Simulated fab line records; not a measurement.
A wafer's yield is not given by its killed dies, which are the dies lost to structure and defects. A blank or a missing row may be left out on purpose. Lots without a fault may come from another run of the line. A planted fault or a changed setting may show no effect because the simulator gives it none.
Matching of chambers :: flow n5_finfet :: N5_GATE_CUT_ETCH_37 on rie_diel-02 has 4 sister chambers
The step etches SOC in N2/H2, target depth 60 nm, overetch 12 nm, time 90 s. 24 wafers are shown with their chamber, then 12 later ones without.

## WAFERS, EACH WITH ITS CHAMBER
wafer: L074.1
chamber: 0
showerhead_plenum_p_Torr (Torr): 2.53
drypump_motor_current_A (A): 5.0
throttle_valve_pct (%): 17.60

wafer: L074.2
chamber: 1
showerhead_plenum_p_Torr (Torr): 2.43
drypump_motor_current_A (A): 6.0
throttle_valve_pct (%): 17.40

wafer: L074.4
chamber: 2
showerhead_plenum_p_Torr (Torr): 2.52
drypump_motor_current_A (A): 5.9
throttle_valve_pct (%): 17.86

wafer: L075.3
chamber: 1
showerhead_plenum_p_Torr (Torr): 2.43
drypump_motor_current_A (A): 6.0
throttle_valve_pct (%): 17.40

wafer: L075.4
chamber: 3
showerhead_plenum_p_Torr (Torr): 2.67
drypump_motor_current_A (A): 5.5
throttle_valve_pct (%): 17.99

wafer: L075.6
chamber: 3
showerhead_plenum_p_Torr (Torr): 2.67
drypump_motor_current_A (A): 5.5
throttle_valve_pct (%): 18.00

wafer: L077.1
chamber: 2
showerhead_plenum_p_Torr (Torr): 2.52
drypump_motor_current_A (A): 5.9
throttle_valve_pct (%): 17.87

wafer: L077.2
chamber: 3
showerhead_plenum_p_Torr (Torr): 2.67
drypump_motor_current_A (A): 5.4
throttle_valve_pct (%): 18.00

wafer: L077.5
chamber: 3
showerhead_plenum_p_Torr (Torr): 2.67
drypump_motor_current_A (A): 5.5
throttle_valve_pct (%): 18.02

wafer: L079.1
chamber: 3
showerhead_plenum_p_Torr (Torr): 2.67
drypump_motor_current_A (A): 5.5
throttle_valve_pct (%): 18.01

wafer: L079.2
chamber: 0
showerhead_plenum_p_Torr (Torr): 2.52
drypump_motor_current_A (A): 5.0
throttle_valve_pct (%): 17.62

wafer: L079.6
chamber: 2
showerhead_plenum_p_Torr (Torr): 2.52
drypump_motor_current_A (A): 5.9
throttle_valve_pct (%): 17.87

wafer: L081.2
chamber: 2
showerhead_plenum_p_Torr (Torr): 2.52
drypump_motor_current_A (A): 5.9
throttle_valve_pct (%): 17.88

wafer: L081.3
chamber: 0
showerhead_plenum_p_Torr (Torr): 2.52
drypump_motor_current_A (A): 5.0
throttle_valve_pct (%): 17.63

wafer: L081.6
chamber: 1
showerhead_plenum_p_Torr (Torr): 2.43
drypump_motor_current_A (A): 6.0
throttle_valve_pct (%): 17.42

wafer: L082.1
chamber: 1
showerhead_plenum_p_Torr (Torr): 2.43
drypump_motor_current_A (A): 6.0
throttle_valve_pct (%): 17.42

wafer: L082.2
chamber: 2
showerhead_plenum_p_Torr (Torr): 2.52
drypump_motor_current_A (A): 5.9
throttle_valve_pct (%): 17.90

wafer: L082.6
chamber: 3
showerhead_plenum_p_Torr (Torr): 2.67
drypump_motor_current_A (A): 5.5
throttle_valve_pct (%): 18.01

wafer: L083.1
chamber: 1
showerhead_plenum_p_Torr (Torr): 2.43
drypump_motor_current_A (A): 6.1
throttle_valve_pct (%): 17.44

wafer: L083.2
chamber: 2
showerhead_plenum_p_Torr (Torr): 2.51
drypump_motor_current_A (A): 5.9
throttle_valve_pct (%): 17.91

wafer: L083.5
chamber: 0
showerhead_plenum_p_Torr (Torr): 2.52
drypump_motor_current_A (A): 5.0
throttle_valve_pct (%): 17.63

wafer: L084.2
chamber: 2
showerhead_plenum_p_Torr (Torr): 2.51
drypump_motor_current_A (A): 5.9
throttle_valve_pct (%): 17.92

wafer: L084.4
chamber: 1
showerhead_plenum_p_Torr (Torr): 2.43
drypump_motor_current_A (A): 6.1
throttle_valve_pct (%): 17.44

wafer: L084.5
chamber: 1
showerhead_plenum_p_Torr (Torr): 2.43
drypump_motor_current_A (A): 6.1
throttle_valve_pct (%): 17.44

SIGNATURES (averages over the wafers above)
reading: showerhead_plenum_p_Torr
chamber 0: 2.5225
chamber 1: 2.4300
chamber 2: 2.5171
chamber 3: 2.6700
scatter within a chamber: 0.0033

reading: drypump_motor_current_A
chamber 0: 5.000
chamber 1: 6.043
chamber 2: 5.900
chamber 3: 5.483
scatter within a chamber: 0.0357

reading: throttle_valve_pct
chamber 0: 17.6200
chamber 1: 17.4229
chamber 2: 17.8871
chamber 3: 18.0050
scatter within a chamber: 0.0177
Rule: a wafer lies at a distance from a chamber equal to the root of the sum of squares, over the readings, of (its reading less the chamber's mean, divided by the reading's scatter). If the next closest chamber is less than 2 further off than the closest, the wafer can't be placed; otherwise it belongs to the closest. The scatter is the square root of a quotient: the sum, over the shown wafers, of each reading's squared deviation from its chamber's mean, divided by wafers minus chambers.

## WAFERS MISSING THEIR CHAMBER
wafer: L086.1
showerhead_plenum_p_Torr (Torr): 2.67
drypump_motor_current_A (A): 5.5
throttle_valve_pct (%): 18.02

wafer: L086.4
showerhead_plenum_p_Torr (Torr): 2.43
drypump_motor_current_A (A): 6.0
throttle_valve_pct (%): 17.45

wafer: L086.5
showerhead_plenum_p_Torr (Torr): 2.51
drypump_motor_current_A (A): 5.9
throttle_valve_pct (%): 17.90

wafer: L087.1
showerhead_plenum_p_Torr (Torr): 2.51
drypump_motor_current_A (A): 5.9
throttle_valve_pct (%): 17.90

wafer: L087.4
showerhead_plenum_p_Torr (Torr): 2.52
drypump_motor_current_A (A): 5.0
throttle_valve_pct (%): 17.64

wafer: L087.5
showerhead_plenum_p_Torr (Torr): 2.51
drypump_motor_current_A (A): 5.9
throttle_valve_pct (%): 17.90

wafer: L088.1
showerhead_plenum_p_Torr (Torr): 2.42
drypump_motor_current_A (A): 6.0
throttle_valve_pct (%): 17.44

wafer: L088.3
showerhead_plenum_p_Torr (Torr): 2.66
drypump_motor_current_A (A): 5.5
throttle_valve_pct (%): 18.02

wafer: L088.6
showerhead_plenum_p_Torr (Torr): 2.51
drypump_motor_current_A (A): 5.9
throttle_valve_pct (%): 17.90

wafer: L093.1
showerhead_plenum_p_Torr (Torr): 2.51
drypump_motor_current_A (A): 5.9
throttle_valve_pct (%): 17.93

wafer: L093.5
showerhead_plenum_p_Torr (Torr): 2.51
drypump_motor_current_A (A): 5.0
throttle_valve_pct (%): 17.66

wafer: L093.6
showerhead_plenum_p_Torr (Torr): 2.66
drypump_motor_current_A (A): 5.5
throttle_valve_pct (%): 18.04

## CHAMBER TAKEN BY EACH
wafer: L086.1
from the rows above: 3
in truth: 3

wafer: L086.4
from the rows above: 1
in truth: 1

wafer: L086.5
from the rows above: 2
in truth: 2

wafer: L087.1
from the rows above: 2
in truth: 2

wafer: L087.4
from the rows above: 0
in truth: 0

wafer: L087.5
from the rows above: 2
in truth: 2

wafer: L088.1
from the rows above: 1
in truth: 1

wafer: L088.3
from the rows above: 3
in truth: 3

wafer: L088.6
from the rows above: 2
in truth: 2

wafer: L093.1
from the rows above: 2
in truth: 2

wafer: L093.5
from the rows above: 0
in truth: 0

wafer: L093.6
from the rows above: 3
in truth: 3
Correct placement for 12 of the 12. Left unplaced by these rows: 0. Number placed wrongly: 0.
